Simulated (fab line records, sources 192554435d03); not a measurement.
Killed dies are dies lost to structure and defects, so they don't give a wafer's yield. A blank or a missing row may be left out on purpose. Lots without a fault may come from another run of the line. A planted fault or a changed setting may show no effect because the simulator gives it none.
One fault seen from 2 desks | flow n5_finfet | each desk has only its own numbers; what lay behind them comes last

THE TOOL OWNER'S DESK: implanter-01
The tool's own readings at N5_WELL_APT_IMPLANT_32: means of the sampled wafers that have a number, for each lot that ran on this tool. A lot is out of limits, marked OUT, if its mean lies more than 4 standard deviations from the usual mean; the brackets give that distance.
Columns: A = beam_energy_keV at N5_WELL_APT_IMPLANT_32, usual 50.000; B = dose_ions_cm2 at N5_WELL_APT_IMPLANT_32, usual 1.9997e+13; C = faraday_current_uA at N5_WELL_APT_IMPLANT_32, usual 254
lot  | first seen here | A      | B                            | C
L581 | day 2 09:16     | 49.987 | 2.0027e+13                   | 251
L583 | day 2 21:33     | 50.007 | 2.3204e+13 (+99 or more) OUT | 294 (+7.6) OUT
L585 | day 3 09:17     | 50.010 | 2.3192e+13 (+99 or more) OUT | 297 (+8.2) OUT
L586 | day 3 15:36     | 50.012 | 2.3211e+13 (+99 or more) OUT | 295 (+7.8) OUT
L596 | day 6 03:22     | 50.013 | 1.9958e+13                   | 253
L600 | day 7 03:52     | 49.997 | 1.9985e+13                   | 255
This desk's finding: out of limits on L583, L585, L586; first on L583, day 2 21:33 (dose_ions_cm2 at N5_WELL_APT_IMPLANT_32). In limits: L581, L596, L600.

THE METROLOGY DESK
What the gauges read, lot by lot, whatever tool the lot ran on: means of the sampled wafers that have a number. A lot is out of limits, marked OUT, if its mean lies more than 4 standard deviations from the usual mean; the brackets give that distance.
Columns: A = cd_nm at N5_WELL_APT_CD_MEAS_25, usual 199.3 nm; B = PWELL_OVL at N5_WELL_APT_OVL_MEAS_26, usual -4 nm
lot  | first seen here | A     | B
L581 | day 2 08:50     | 198.4 | -4
L583 | day 2 20:59     | 198.8 | -4
L585 | day 3 08:53     | 199.3 | -5
L586 | day 3 15:09     | 198.1 | -5
L593 | day 5 08:52     | 197.8 | -1
L595 | day 5 20:58     | 199.4 | -4
L596 | day 6 02:55     | 200.5 | -3
L597 | day 6 09:17     | 201.0 | -8
L598 | day 6 14:49     | 197.3 | -3
L599 | day 6 20:53     | 200.0 | -2
L600 | day 7 03:24     | 198.2 | -1
L601 | day 7 09:07     | 202.5 | -5
This desk's finding: nothing out of limits on any of the 12 lots.

PUT TOGETHER
The tool owner's desk could have raised an alarm at day 2 21:33, on L583, L585, L586.
The metrology desk saw nothing out of limits.
The metrology desk has L583, L585, L586 on record, within its limits.
Of the lots named, all ran N5_WELL_APT_IMPLANT_32 on implanter-01.

WHAT THE SIMULATOR HAD PUT IN
Process parameter drift: implanter-01, from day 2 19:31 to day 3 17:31, at N5_WELL_APT_IMPLANT_32. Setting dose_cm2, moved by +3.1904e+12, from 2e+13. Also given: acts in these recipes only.
Lots struck among those shown: L583, L585, L586.
Hours from the fault's start to each desk's first reading out of limits: the tool owner's desk, 2.
